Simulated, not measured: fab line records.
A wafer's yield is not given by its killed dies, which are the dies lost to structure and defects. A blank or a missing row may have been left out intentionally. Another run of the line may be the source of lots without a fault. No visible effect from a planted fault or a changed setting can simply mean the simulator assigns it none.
Matching of chambers :: flow n5-finfet :: 4 sister chambers for N5_BEOL_M0_SAQP_ETCH_73 on rie-diel-03
The step etches SiARC in CF4, target depth 19.5 nm, time 32.5 s. 14 wafers are shown with their chamber, then 7 later ones without.

## EACH WAFER AND ITS CHAMBER
wafer: L075.2
chamber: 2
drypump-motor-current-A (A): 6.1
showerhead-plenum-p-Torr (Torr): 2.21
throttle-valve-pct (%): 15.93

wafer: L075.5
chamber: 3
drypump-motor-current-A (A): 5.6
showerhead-plenum-p-Torr (Torr): 2.15
throttle-valve-pct (%): 15.77

wafer: L075.6
chamber: 0
drypump-motor-current-A (A): 5.9
showerhead-plenum-p-Torr (Torr): 2.17
throttle-valve-pct (%): 15.61

wafer: L079.1
chamber: 1
drypump-motor-current-A (A): 6.1
showerhead-plenum-p-Torr (Torr): 2.15
throttle-valve-pct (%): 15.67

wafer: L079.3
chamber: 0
drypump-motor-current-A (A): 5.9
showerhead-plenum-p-Torr (Torr): 2.17
throttle-valve-pct (%): 15.64

wafer: L079.4
chamber: 2
drypump-motor-current-A (A): 6.1
showerhead-plenum-p-Torr (Torr): 2.21
throttle-valve-pct (%): 15.94

wafer: L080.2
chamber: 0
drypump-motor-current-A (A): 5.9
showerhead-plenum-p-Torr (Torr): 2.17
throttle-valve-pct (%): 15.64

wafer: L080.5
chamber: 0
drypump-motor-current-A (A): 5.9
showerhead-plenum-p-Torr (Torr): 2.17
throttle-valve-pct (%): 15.63

wafer: L080.6
chamber: 1
drypump-motor-current-A (A): 6.1
showerhead-plenum-p-Torr (Torr): 2.15
throttle-valve-pct (%): 15.67

wafer: L087.1
chamber: 1
drypump-motor-current-A (A): 6.1
showerhead-plenum-p-Torr (Torr): 2.14
throttle-valve-pct (%): 15.69

wafer: L087.5
chamber: 0
drypump-motor-current-A (A): 5.9
showerhead-plenum-p-Torr (Torr): 2.17
throttle-valve-pct (%): 15.66

wafer: L087.6
chamber: 1
drypump-motor-current-A (A): 6.1
showerhead-plenum-p-Torr (Torr): 2.14
throttle-valve-pct (%): 15.67

wafer: L093.3
chamber: 3
drypump-motor-current-A (A): 5.7
showerhead-plenum-p-Torr (Torr): 2.14
throttle-valve-pct (%): 15.81

wafer: L093.5
chamber: 1
drypump-motor-current-A (A): 6.1
showerhead-plenum-p-Torr (Torr): 2.14
throttle-valve-pct (%): 15.72

SIGNATURES (averages over the wafers above)
reading: drypump-motor-current-A
chamber 0: 5.900
chamber 1: 6.100
chamber 2: 6.100
chamber 3: 5.650
scatter within a chamber: 0.0224

reading: showerhead-plenum-p-Torr
chamber 0: 2.1700
chamber 1: 2.1440
chamber 2: 2.2100
chamber 3: 2.1450
scatter within a chamber: 0.00412

reading: throttle-valve-pct
chamber 0: 15.6360
chamber 1: 15.6840
chamber 2: 15.9350
chamber 3: 15.7900
scatter within a chamber: 0.0202
Rule: distance of a wafer from a chamber = root of the sum over the readings of ((wafer's reading minus chamber's mean) / reading's scatter) squared. The wafer belongs to the nearest chamber; if the next one is less than 2 further off, it can't be placed. How the scatter is found: for the shown wafers, subtract from each reading the mean of its chamber, square and add these, divide the total by (wafers less chambers), then take the root.

## WAFERS WITH NO CHAMBER GIVEN
wafer: L093.6
drypump-motor-current-A (A): 6.1
showerhead-plenum-p-Torr (Torr): 2.21
throttle-valve-pct (%): 15.98

wafer: L096.2
drypump-motor-current-A (A): 5.6
showerhead-plenum-p-Torr (Torr): 2.14
throttle-valve-pct (%): 15.82

wafer: L096.4
drypump-motor-current-A (A): 5.9
showerhead-plenum-p-Torr (Torr): 2.16
throttle-valve-pct (%): 15.66

wafer: L096.5
drypump-motor-current-A (A): 6.1
showerhead-plenum-p-Torr (Torr): 2.20
throttle-valve-pct (%): 15.97

wafer: L097.3
drypump-motor-current-A (A): 5.9
showerhead-plenum-p-Torr (Torr): 2.16
throttle-valve-pct (%): 15.68

wafer: L097.5
drypump-motor-current-A (A): 5.9
showerhead-plenum-p-Torr (Torr): 2.16
throttle-valve-pct (%): 15.69

wafer: L097.6
drypump-motor-current-A (A): 5.7
showerhead-plenum-p-Torr (Torr): 2.14
throttle-valve-pct (%): 15.83

## THE CHAMBER EACH PASSED THROUGH
wafer: L093.6
from the rows above: 2
in truth: 2

wafer: L096.2
from the rows above: 3
in truth: 3

wafer: L096.4
from the rows above: 0
in truth: 0

wafer: L096.5
from the rows above: 2
in truth: 2

wafer: L097.3
from the rows above: 0
in truth: 0

wafer: L097.5
from the rows above: 0
in truth: 0

wafer: L097.6
from the rows above: 3
in truth: 3
Correctly placed: 7 of 7. Can't be placed from these rows: 0. Placed wrongly: 0.
